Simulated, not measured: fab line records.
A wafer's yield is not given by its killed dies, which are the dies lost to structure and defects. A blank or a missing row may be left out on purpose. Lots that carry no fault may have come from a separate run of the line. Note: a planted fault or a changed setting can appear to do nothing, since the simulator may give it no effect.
A struck lot beside a sound one	flow nand-harc	21 out of 1159 route steps
Sound: these wafers, L673.2, L673.4, L673.6. Struck: wafers L683.1, L683.3, L683.5. At the end, the cause is stated.
At each step with rows: each side's tool, then ch and its chambers, then its first start. Under that, the readings that differ: sound wafers	struck wafers	difference of the means	sigmas: that difference in standard deviations of wafers without a fault.
alike: readings whose means differ by less than 2 such deviations, and words and numbers that are the same on both sides. not compared: withheld readings, readings that some wafer has no value for, bounds like >300 that may hide the same value, and numbers for which the record gives no deviation and whose values overlap.
A row with sigmas, a row that says differs or no value, or rows on one side alone: a step with any of these is where the two part. When numbers do not overlap yet have no deviation, they are printed without sigmas and do not part them. A reading missing from all wafers of one side parts the sides only when that side holds two or more wafers.

NHARC_A_BLC_CMP_25: polishes, t overpolish 30 s, target thk 150 nm.
  sound on cmp-02 ch 2,3, day 19 13:57; struck on cmp-03 ch 1,2,3, day 22 23:33
  alike: motor-current-A, overpolish-run-s, time-to-endpoint-s
following that, these wafers have no rows for 1 step: NHARC_A_BLC_SRD_27.
NHARC_A_BLC_INSPECT_28:
  sound on defect-inspect-02, day 19 14:20; struck on defect-inspect-01, day 22 23:55
  alike: raw-defect-count
then, 8 steps without rows for these wafers: NHARC_A_M0_DEP_00 (deposits SiOC, target thk 150 nm); NHARC_A_M0_DEHYDRATE_01 (time 120 s); NHARC_A_M0_HMDS_02 (time 30 s); NHARC_A_M0_COAT_33 (time 65 s); NHARC_A_M0_COAT_03 (resist thk 90 nm); NHARC_A_M0_SOFTBAKE_04 (time 55 s); NHARC_A_M0_EBR_05; NHARC_A_M0_EXPOSE_06 (exposes mask A M0, target cd 80 nm).
NHARC_A_M0_PEB_07: peb time 65 s.
  sound on litho-track-06 ch 0, day 19 15:10; struck on litho-track-06 ch 0, day 23 00:44
then, 1 step without rows for these wafers: NHARC_A_M0_DEVELOP_08 (develop time 35 s).
NHARC_A_M0_CD_MEAS_09: target cd 80 nm.
  sound on cd-sem-03 ch 0, day 19 15:15; struck on cd-sem-02 ch 0, day 23 00:49
reading	sound	struck	difference	sigmas
cd-nm (nm)	80.7 79.9 79.9	81.1 81.4 81.6	+1.2	+2
NHARC_A_M0_OVL_MEAS_10: pitch 160 nm.
  sound on overlay-02, day 19 15:20; struck on overlay-02, day 23 00:54
  alike: overlay-x-nm, overlay-y-nm
NHARC_A_M0_INSPECT_11:
  sound on defect-inspect-01, day 19 15:22; struck on defect-inspect-01, day 23 00:56
  alike: raw-defect-count
NHARC_A_M0_DESCUM_14: chemistry O2, time 3 s.
  sound on rie-diel-03 ch 1,2,3, day 19 15:26; struck on rie-diel-03 ch 1,2,3, day 23 01:01
reading	sound	struck	difference	sigmas
model.A_M0.cd-nm (nm)	80.63 79.55 79.89	81.02 80.81 81.74	+1.17	
  alike: drypump-motor-current-A, oes-product-au, rf-vpp-V, showerhead-plenum-p-Torr, throttle-valve-pct
  not compared: rf-hours-counter-h
NHARC_A_M0_ETCH_34: etches the open film in N2/H2, target depth 40 nm, overetch 12 nm, time 43.94 s.
  sound on rie-diel-03 ch 0,1,2, day 19 15:31; struck on rie-diel-03 ch 0,3, day 23 01:05
  alike: drypump-motor-current-A, oes-product-au, rf-vpp-V, showerhead-plenum-p-Torr, throttle-valve-pct
  not compared: rf-hours-counter-h
NHARC_A_M0_ETCH_15: etches the open film in C4F8/Ar, target depth 150 nm, overetch 15 nm, time 82.5 s.
  sound on rie-diel-03 ch 0,1; struck on rie-diel-03 ch 2,3
reading	sound	struck	difference	sigmas
model.A_M0.cd-nm (nm)	80.53 79.44 79.75	81.19 80.85 81.86	+1.39	
  alike: oes-product-au, rf-vpp-V
  not compared: rf-hours-counter-h
NHARC_A_M0_CD_MEAS_16:
  sound on cd-sem-01, day 19 15:44; struck on cd-sem-03, day 23 01:17
reading	sound	struck	difference	sigmas
cd-nm (nm)	80.4 79.5 79.6	81.2 80.8 81.6	+1.4	+2
following that, these wafers have no rows for 1 step: NHARC_END_SORT_01.

WHERE THEY PART
Earliest at NHARC_A_M0_CD_MEAS_09; latest, in this record, at NHARC_A_M0_CD_MEAS_16.

WHY: what had been put in by the simulator
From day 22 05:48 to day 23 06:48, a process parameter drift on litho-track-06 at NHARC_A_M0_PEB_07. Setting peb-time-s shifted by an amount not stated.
